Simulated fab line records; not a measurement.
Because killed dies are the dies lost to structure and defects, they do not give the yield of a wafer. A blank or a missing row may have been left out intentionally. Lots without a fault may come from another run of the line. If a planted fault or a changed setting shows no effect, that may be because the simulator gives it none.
Split-lot experiment + flow n5-finfet + 21 wafers read across 7 lots, on a route 1938 steps long

== ABOUT THE SPLIT ==
At N5_BEOL_M6_HM_DEP_02 (deposits TiN, target thk 20 nm), the setting target-thk-a was moved away from the recipe's 200 angstrom on 6 of the 21 wafers read, by -4.4% to +12.1%. The other wafers ran this setting at the recipe's value.

== FROM THE SPLIT TO THE READING: what the file shows between them, 10 steps ==
- N5_BEOL_M6_COAT_59: time 60 s, resist thk 100 nm (also split here: spin-rpm)
- N5_BEOL_M6_COAT_60: time 60 s, resist thk 35 nm
- N5_BEOL_M6_COAT_05: resist thk 90 nm
- N5_BEOL_M6_DESCUM_16: chemistry O2, time 7.9 s
- N5_BEOL_M6_ETCH_61: etches SiARC in CF4, target depth 45.5 nm, time 75.8 s
- N5_BEOL_M6_ETCH_62: etches SOC in N2/H2, target depth 110 nm, overetch 22 nm, time 165 s
- N5_BEOL_M6_STRIP_68: strips in N2/H2
- N5_BEOL_M6_STRIP_67: strips in CF4
- N5_BEOL_M6_HM_OPEN_17: chemistry Cl2/BCl3, target TiN, target depth 20 nm, overetch 6 nm
- N5_BEOL_M6_ETCH_66: etches SOC in N2/H2, target depth 80 nm, overetch 16 nm, time 120 s (also split here: source-w)

== THE READING ==
TiN_of_BEOL_M6_HM_DEP_02.thk-nm (the simulator's own value, which no gauge read), in nm, at N5_BEOL_M6_TRENCH_ETCH_37 (etches SiCOH lowk in C4F6/O2, target depth 94.435 nm, time 31.5 s). The file gives no usual value for it. The 15 wafers here that ran the recipe average 17.3 nm, standard deviation 0.19 nm.

| wafer  | tool, chamber at the split | target-thk-a as run, angstrom | against the recipe | TiN_of_BEOL_M6_HM_DEP_02.thk-nm, nm | against lot-mates on the recipe |
|--------|----------------------------|-------------------------------|--------------------|-------------------------------------|---------------------------------|
| L074.1 | pvd-sputter-03, -          | 224.1                         | +12.1%             | 19.8                                | +2.5                            |
| L074.5 | pvd-sputter-03, -          | 200                           | recipe             | 17.4                                | -                               |
| L074.6 | pvd-sputter-03, -          | 200                           | recipe             | 17.2                                | -                               |
| L076.4 | pvd-sputter-01, -          | 200                           | recipe             | 17.6                                | -                               |
| L076.5 | pvd-sputter-01, -          | 200                           | recipe             | 17.6                                | -                               |
| L076.6 | pvd-sputter-01, -          | 200                           | recipe             | 17.2                                | -                               |
| L081.3 | pvd-sputter-01, -          | 200                           | recipe             | 17.2                                | -                               |
| L081.5 | pvd-sputter-01, -          | 213                           | +6.5%              | 18.2                                | +1.0                            |
| L081.6 | pvd-sputter-01, -          | 213                           | +6.5%              | 18.2                                | +1.0                            |
| L086.1 | pvd-sputter-02, -          | 200                           | recipe             | 17.2                                | -                               |
| L086.3 | pvd-sputter-02, -          | 219.2                         | +9.6%              | 19                                  | +1.8                            |
| L086.6 | pvd-sputter-02, -          | 219.2                         | +9.6%              | 18.8                                | +1.6                            |
| L089.1 | pvd-sputter-01, -          | 200                           | recipe             | 17.2                                | -                               |
| L089.2 | pvd-sputter-01, -          | 200                           | recipe             | 17.2                                | -                               |
| L089.4 | pvd-sputter-01, -          | 200                           | recipe             | 17.2                                | -                               |
| L090.1 | pvd-sputter-02, -          | 200                           | recipe             | 17.4                                | -                               |
| L090.3 | pvd-sputter-02, -          | 200                           | recipe             | 17                                  | -                               |
| L090.5 | pvd-sputter-02, -          | 200                           | recipe             | 17.4                                | -                               |
| L091.2 | pvd-sputter-02, -          | 200                           | recipe             | 17.6                                | -                               |
| L091.4 | pvd-sputter-02, -          | 191.2                         | -4.4%              | 16.6                                | -1.0                            |
| L091.5 | pvd-sputter-02, -          | 200                           | recipe             | 17.6                                | -                               |

THE FIT
A straight line over all 21 wafers: TiN_of_BEOL_M6_HM_DEP_02.thk-nm changes by +0.173 nm for each +1% of target-thk-a; r = +0.96; the points scatter about the line by 0.21 nm.
The same after taking each lot's own level away (the mean of its wafers on the recipe; 21 wafers): +0.187 nm for each +1%; r = +0.98; scatter 0.15 nm.
The reading moves by 2.3 nm for the largest change in target-thk-a, on that fit.
The lots' own levels span 17.20 to 17.60 nm, that is 2.1 times the standard deviation above.
Hence the lot-to-lot level has little effect on the slope; both slopes agree.
Check: +2.1 nm against its lot-mates is what the line predicts for one of the wafers moved furthest among these (+12.1%) when that wafer is left out of the fit. Against them it came out at +2.5 nm.

== OTHER SPLITS APPLIED TO THESE WAFERS ==
Note: prior to the reading, these wafers also went through further splits. Each is held against what the fit with the lots' levels taken away leaves over:
| other split on the same wafers | wafers away from the commonest value | r with TiN_of_BEOL_M6_HM_DEP_02.thk-nm (lot level and that fit taken away) |
|--------------------------------|--------------------------------------|----------------------------------------------------------------------------|
| N5_BEOL_M5_ETCH_41 source-w    | 9                                    | +0.04                                                                      |
| N5_BEOL_M6_COAT_59 spin-rpm    | 4                                    | +0.03                                                                      |
| N5_BEOL_M6_ETCH_66 source-w    | 5                                    | +0.19                                                                      |

== THE WHOLE CHAIN: every reading that the file lists as answering this split, in the file's order ==
| step                      | what it does                                                      | reading                                                                          | change (the file's fit)               | r (the file's) |
|---------------------------|-------------------------------------------------------------------|----------------------------------------------------------------------------------|---------------------------------------|----------------|
| N5_BEOL_M6_HM_DEP_02      | deposits TiN, target thk 20 nm                                    | TiN_of_BEOL_M6_HM_DEP_02.thk-nm (the simulator's own value, which no gauge read) | +0.195 nm for each +1% of the setting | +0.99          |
| N5_BEOL_M6_HM_OPEN_17     | chemistry Cl2/BCl3, target TiN, target depth 20 nm, overetch 6 nm | etch.depth-nm (the simulator's own value, which no gauge read)                   | +0.192 nm for each +1% of the setting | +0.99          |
| N5_BEOL_M6_TRENCH_ETCH_37 | etches SiCOH lowk in C4F6/O2, target depth 94.435 nm, time 31.5 s | TiN_of_BEOL_M6_HM_DEP_02.thk-nm (the simulator's own value, which no gauge read) | +0.192 nm for each +1% of the setting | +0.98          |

== FILE'S OWN FIT ==
TiN_of_BEOL_M6_HM_DEP_02.thk-nm changes by +0.192 nm for each +1% of target-thk-a, r = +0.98.
